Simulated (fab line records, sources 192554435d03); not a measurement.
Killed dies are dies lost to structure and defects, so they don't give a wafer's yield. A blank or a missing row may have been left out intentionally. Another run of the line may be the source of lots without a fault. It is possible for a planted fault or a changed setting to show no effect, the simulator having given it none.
fab line records    flow n5Finfet
[record] lots = 6  wafers = 18  lastDay = 18
route steps=1938 shown MOL_CONTACT_COAG@539 BEOL_M4@1111
lots that met no fault: taken from a fault-free run of the same line
startH: start of the lot's first displayed wafer, in hours after the record's first day    waitH: how many hours have passed since the lot's step before this one    " the same as in the row above    L1.1+2: one row covering several wafers at once    - no value present, or no start provided    * or withheld: withheld    < > ~ a bound
route shown NAME@n: names a module that has steps shown in the file, with the first one's number in the route    usual: the fault-free wafers' mean and standard deviation    same: alike in all rows    chamber/n: place in a boat    sites: each site's reading    _std_site: how widely they spread, as a standard deviation    _edge_site: mean of outer sites minus mean of inner sites    radiusMm: how far each site lies from the wafer's centre    mask NAME#n: copy n    behind: the last tool/chamber to shape the wafer    hold: the reason the lot was held/the length of the hold in hours/how it ended    device: which transistor (n, p or np) failed to switch    end of line: at the end of the route, the tests of the same wafers    for a step that has no rows: nothing shown but its recipe    killed: dies lost to structure and defects at the first sort, not the wafer's yield    map: per-die view of a wafer (x killed, . not killed, _ where there is no die)
set.NAME: the setting as run; set.NAME@STEP: as run at that earlier step    model.NAME: the simulator's own value behind a step, which no gauge read
lots at some steps of the route; a table a step, a row a wafer
services: from which hour (startH, from the record's first day; less than 0 if before it) a tool's chamber was out of use, for how many hours, and why
[[steps]]
[step N5_MOL_CONTACT_COAG_STRIP_98]
[recipe] chemistry = N2/H2  powerW = 500  tempC = 40  pressureMtorr = 50  rfFrequencyHz = 6e+07  overashFraction = 0.3  biasPowerW = 8  h2Frac = 0.5  n2FlowSccm = 300  h2FlowSccm = 300
[step N5_MOL_CONTACT_COAG_CD_MEAS_99]
[recipe] targetCdNm = 17.2  polarity = opening
[usual] cdNm = 17.3/0.39
lot.wafer  tool      chamber  startH  waitH  cdNm
L437.1     cdSem-02  -        112.43  -      17.8
L437.2     "         -        "       "      16.8
L437.4     "         -        "       "      17.6
L441.1     cdSem-01  -        138.11  -      17.0
L441.2     "         -        "       "      16.8
L441.3     "         -        "       "      17.7
L450.1     cdSem-03  -        193.79  -      17.1
L450.3     "         -        "       "      16.8
L450.6     "         -        "       "      17.6
L452.1     cdSem-01  -        202.30  -      17.8
L452.3     "         -        "       "      17.0
L452.6     "         -        "       "      17.5
L451.3     cdSem-01  -        207.75  -      17.4
L451.4     "         -        "       "      17.9
L451.6     "         -        "       "      17.5
L453.1     cdSem-01  -        208.80  -      16.3
L453.2     "         -        "       "      17.1
L453.6     "         -        "       "      17.5
[step N5_MOL_CONTACT_COAG_IMPLANT_129]
[recipe] species = Ge  energyKev = 3  doseCm2 = 6e+14  tiltDeg = 0  rotationDeg = 0
[step N5_MOL_CONTACT_COAG_PRECLEAN_111]
[recipe] chemistry = NF3:NH3  afsCycles = 1  tempC = 30  timeS = 20  sublimationTempC = 180  sublimationTimeS = 60  pressureTorr = 3  rfPowerW = 30
[step N5_MOL_CONTACT_COAG_TI_SIL_19]
[recipe] material = Ti  targetThkA = 42  tempC = 200  chamberPressurePa = 5  powerW = 5000  timeS = 15
[usual] throttleValvePct = 30.0/0.99
lot.wafer  tool           chamber  startH  waitH  throttleValvePct
L437.1     pvdSputter-01  -        112.97  0.2    30.4
L437.2     "              -        "       "      29.2
L437.4     "              -        "       "      29.8
L441.1     pvdSputter-02  -        139.32  0.2    31.6
L441.2     "              -        "       "      30.9
L441.3     "              -        "       "      29.3
L450.1     pvdSputter-03  -        194.28  0.2    29.8
L450.3     "              -        "       "      29.9
L450.6     "              -        "       "      29.5
L452.1     pvdSputter-03  -        203.39  0.2    28.4
L452.3     "              -        "       "      30.1
L452.6     "              -        "       "      29.4
L453.1     pvdSputter-01  -        209.79  0.2    31.1
L453.2     "              -        "       "      29.9
L453.6     "              -        "       "      29.9
L451.3     pvdSputter-03  -        209.80  0.1    30.4
L451.4     "              -        "       "      28.2
L451.6     "              -        "       "      28.4
[step N5_MOL_CONTACT_COAG_ALD_20]
[recipe] material = TiN  targetThkA = 15  tempC = 400  aldPrecursorFamily = TiCl4  aldCoReactant = NH3  pulseTimeS = 1  purgeTimeS = 3  coReactantPurgeTimeS = 2  coReactantPulseTimeS = 2  aldCycles = 68  pressureTorr = 3
[step N5_MOL_CONTACT_COAG_SIL_ANNEAL_21]
[recipe] tempC = 550  timeS = 60  ambient = N2
[usual] lampPowerPct = 6.201/0.022  lamp_zone_7_pct = 6.518/0.023  wafer_temp_C_max = 552.0/0.52
lot.wafer  tool          chamber  startH  waitH  lampPowerPct  lamp_zone_7_pct  wafer_temp_C_max
L437.1     rtpAnneal-01  0        113.70  0.4    6.225         6.547            551.3
L437.2     "             0        "       "      6.229         6.540            552.7
L437.4     "             0        "       "      6.231         6.550            552.2
L441.1     rtpAnneal-02  0        140.03  0.4    6.178         6.503            552.3
L441.2     "             0        "       "      6.185         6.489            552.5
L441.3     "             0        "       "      6.184         6.500            551.8
L450.1     rtpAnneal-02  0        194.81  0.2    6.183         6.498            551.7
L450.3     "             0        "       "      6.188         6.501            551.3
L450.6     "             0        "       "      6.182         6.504            551.0
L452.1     rtpAnneal-02  0        203.88  0.2    6.193         6.494            552.1
L452.3     "             0        "       "      6.180         6.500            552.5
L452.6     "             0        "       "      6.193         6.493            551.8
L453.1     rtpAnneal-02  0        210.29  0.2    6.181         6.505            551.3
L453.2     "             0        "       "      6.179         6.491            551.7
L453.6     "             0        "       "      6.177         6.485            551.9
L451.3     rtpAnneal-01  0        210.38  0.3    6.233         6.545            552.4
L451.4     "             0        "       "      6.222         6.546            551.8
L451.6     "             0        "       "      6.228         6.541            552.3
[step N5_MOL_CONTACT_COAG_PRE_CLEAN_141]
[recipe] gas = H2/He  timeS = 60  tempC = 300
[usual] heaterPowerW = 457/40
lot.wafer  tool           chamber  startH  waitH  heaterPowerW
L437.1     pvdSputter-02  -        114.93  1.2    397
L437.2     "              -        "       "      438
L437.4     "              -        "       "      472
L441.1     pvdSputter-02  -        140.25  0.2    426
L441.2     "              -        "       "      462
L441.3     "              -        "       "      479
L450.1     pvdSputter-01  -        195.49  0.6    487
L450.3     "              -        "       "      426
L450.6     "              -        "       "      421
L452.1     pvdSputter-01  -        205.53  1.6    447
L452.3     "              -        "       "      493
L452.6     "              -        "       "      486
L453.1     pvdSputter-03  -        213.32  3.0    493
L453.2     "              -        "       "      427
L453.6     "              -        "       "      565
L451.3     pvdSputter-03  -        213.56  3.1    491
L451.4     "              -        "       "      439
L451.6     "              -        "       "      468
[step N5_MOL_CONTACT_COAG_SPUTTER_143]
[recipe] material = Co  targetThkA = 25  tempC = 25  chamberPressurePa = 0.2
[step N5_MOL_CONTACT_COAG_CO_FILL_22]
[recipe] material = Co  targetThkA = 200  tempC = 200  precursor = CCTBA/H2  pressureTorr = 30
[step N5_MOL_CONTACT_COAG_ANNEAL_113]
[recipe] tempC = 400  timeS = 300  ambient = H2/N2
[usual] lampPowerPct = 2.671/0.0091  lamp_zone_7_pct = 2.807/0.0092  wafer_temp_C_max = 401.7/0.43
lot.wafer  tool          chamber  startH  waitH  lampPowerPct  lamp_zone_7_pct  wafer_temp_C_max
L437.1     rtpAnneal-01  0        115.74  0.3    2.677         2.818            402.0
L437.2     "             0        "       "      2.674         2.810            401.7
L437.4     "             0        "       "      2.674         2.815            401.9
L441.1     rtpAnneal-01  0        141.05  0.3    2.673         2.813            401.7
L441.2     "             0        "       "      2.682         2.813            401.8
L441.3     "             0        "       "      2.678         2.813            402.2
L450.1     rtpAnneal-01  0        196.28  0.3    2.673         2.812            401.5
L450.3     "             0        "       "      2.677         2.811            401.4
L450.6     "             0        "       "      2.675         2.811            401.6
L452.1     rtpAnneal-02  0        206.33  0.3    2.656         2.799            401.4
L452.3     "             0        "       "      2.656         2.794            401.2
L452.6     "             0        "       "      2.662         2.796            401.2
L453.1     rtpAnneal-02  0        214.24  0.5    2.655         2.795            401.5
L453.2     "             0        "       "      2.659         2.790            400.9
L453.6     "             0        "       "      2.656         2.795            401.1
L451.3     rtpAnneal-01  0        214.83  0.8    2.676         2.812            402.0
L451.4     "             0        "       "      2.678         2.814            402.0
L451.6     "             0        "       "      2.677         2.813            401.8
[step N5_MOL_CONTACT_COAG_PRE_CLEAN_142]
[recipe] gas = H2/He  timeS = 60  tempC = 300
[usual] heaterPowerW = 465/47
lot.wafer  tool           chamber  startH  waitH  heaterPowerW
L437.1     pvdSputter-03  -        117.04  1.2    421
L437.2     "              -        "       "      496
L437.4     "              -        "       "      436
L441.1     pvdSputter-01  -        143.42  2.2    426
L441.2     "              -        "       "      480
L441.3     "              -        "       "      500
L450.1     pvdSputter-03  -        197.99  1.6    441
L450.3     "              -        "       "      498
L450.6     "              -        "       "      434
L452.1     pvdSputter-03  -        209.16  2.7    427
L452.3     "              -        "       "      500
L452.6     "              -        "       "      433
L453.1     pvdSputter-01  -        216.97  2.6    421
L453.2     "              -        "       "      507
L453.6     "              -        "       "      451
L451.3     pvdSputter-02  -        217.01  2.0    433
L451.4     "              -        "       "      464
L451.6     "              -        "       "      483
[step N5_MOL_CONTACT_COAG_SPUTTER_130]
[recipe] material = Co  targetThkA = 475  tempC = 25  chamberPressurePa = 0.5  powerW = 3000
[usual] cathodeDcPowerW = 3000.0/0.57  throttleValvePct = 29.8/0.92
lot.wafer  tool           chamber  startH  waitH  cathodeDcPowerW  throttleValvePct  model.Co_of_MOL_CONTACT_COAG_SPUTTER_130.thkNm
L437.1     pvdSputter-03  -        117.10  0.0    3000.3           30.2              47.2
L437.2     "              -        "       "      3000.1           29.7              47
L437.4     "              -        "       "      2999.4           28.4              47.6
L441.1     pvdSputter-01  -        143.48  0.0    2999.7           30.8              47.2
L441.2     "              -        "       "      3000.3           29.8              47.2
L441.3     "              -        "       "      2999.2           30.9              47
L450.1     pvdSputter-03  -        198.05  0.0    3610.0           28.4              57.4
L450.3     "              -        "       "      3611.7           29.6              57
L450.6     "              -        "       "      3610.9           30.1              57.4
L452.1     pvdSputter-03  -        209.22  0.0    3611.1           30.2              57.6
L452.3     "              -        "       "      3610.2           29.7              57.4
L452.6     "              -        "       "      3610.9           28.4              57.8
L453.1     pvdSputter-01  -        217.03  0.0    2999.7           30.7              47.2
L453.2     "              -        "       "      3000.3           31.2              47.4
L453.6     "              -        "       "      3000.1           29.0              47.4
L451.3     pvdSputter-02  -        217.07  0.0    3000.5           31.9              47.6
L451.4     "              -        "       "      3000.0           29.2              48.2
L451.6     "              -        "       "      2999.4           30.3              48.6
[step N5_MOL_CONTACT_COAG_PRECLEAN_125]
[recipe] chemistry = DIW  timeS = 57.5  tempC = 23
[step N5_BEOL_M4_RC_MEAS_101]
[usual] DIBL_N = 36.0/2  DIBL_P = 36.2/2.2  IOFF_N = 0.16/0.034  IOFF_P = 0.21/0.04  ION_N = 675/12  ION_P = 463/7.2  SS_N = 71.6/0.6  SS_P = 73.3/0.67  VT_N = 250/3  VT_P = -251/3.4
lot.wafer  tool       chamber  startH  waitH  DIBL_N[mV/V]  DIBL_P[mV/V]  IOFF_N[nA/um]  IOFF_P[nA/um]  ION_N[uA/um]  ION_P[uA/um]  SS_N[mV/dec]  SS_P[mV/dec]  VT_N[mV]  VT_P[mV]
L437.1     prober-02  0        198.04  0.0    36.6          36.0          0.16           0.19           676           453           71.6          73.0          251       -252
L437.2     "          0        "       "      38.2          39.2          0.20           0.22           701           466           72.3          73.4          247       -251
L437.4     "          0        "       "      38.3          38.1          0.19           0.21           691           465           72.0          73.6          247       -250
L441.1     prober-01  0        221.27  0.0    37.1          36.3          0.14           0.18           660           451           72.1          73.7          254       -255
L441.2     "          0        "       "      36.6          35.3          0.14           0.17           671           460           72.0          73.0          253       -256
L441.3     "          0        "       "      36.9          36.5          0.15           0.19           681           465           71.2          73.5          250       -254
L452.1     prober-02  0        275.12  0.0    36.4          37.5          0.16           0.25           663           456           72.0          73.2          252       -248
L452.3     "          0        "       "      34.7          35.6          0.16           0.24           686           474           70.8          73.3          248       -246
L452.6     "          0        "       "      34.4          34.8          0.14           0.22           673           468           71.6          73.2          252       -248
L450.1     prober-02  0        279.72  0.0    32.4          32.5          0.10           0.16           649           453           70.5          71.9          257       -255
L450.3     "          0        "       "      36.2          36.1          0.16           0.20           675           463           71.2          72.9          252       -252
L450.6     "          0        "       "      36.1          35.8          0.14           0.19           668           459           71.6          73.3          253       -252
L453.1     prober-02  0        308.93  0.0    38.3          37.7          0.18           0.22           672           460           71.9          73.9          252       -249
L453.2     "          0        "       "      36.7          36.8          0.16           0.21           687           472           72.0          73.7          250       -248
L453.6     "          0        "       "      37.5          37.7          0.17           0.23           670           466           72.0          74.0          253       -251
L451.3     prober-01  0        312.86  1.0    36.8          36.8          0.18           0.24           684           467           71.7          73.1          250       -249
L451.4     "          0        "       "      35.8          35.7          0.16           0.22           675           464           71.6          73.1          250       -250
L451.6     "          0        "       "      35.8          35.8          0.15           0.21           674           463           72.2          73.4          252       -250
[[services]]
tool          chamber  startH  hours  kind
rtpAnneal-02  -        144.60  0.8    pm
[[key]]
[firstSign] step = N5_MOL_CONTACT_COAG_SPUTTER_130  reading = cathodeDcPowerW  direction = up  sigmas = 99+  usual = *  struck = *
effect none on later readings
[modelEffect] step = N5_MOL_CONTACT_COAG_SPUTTER_130  value = Co_of_MOL_CONTACT_COAG_SPUTTER_130.thkNm  without = 47.73  struck = 57.43
metAt N5_MOL_CONTACT_COAG_SPUTTER_130
struckWafers L450.1,L450.3,L450.6,L452.1,L452.3,L452.6
onsetBetween 117.10 198.05
[fault] kind = processParameterDrift  tool = pvdSputter-03  chamber = -  onsetH = 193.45  steps = N5_MOL_CONTACT_COAG_SPUTTER_130  channel = powerW  offset = *  shape = step  endH = 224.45  actsIn = *  stated = *
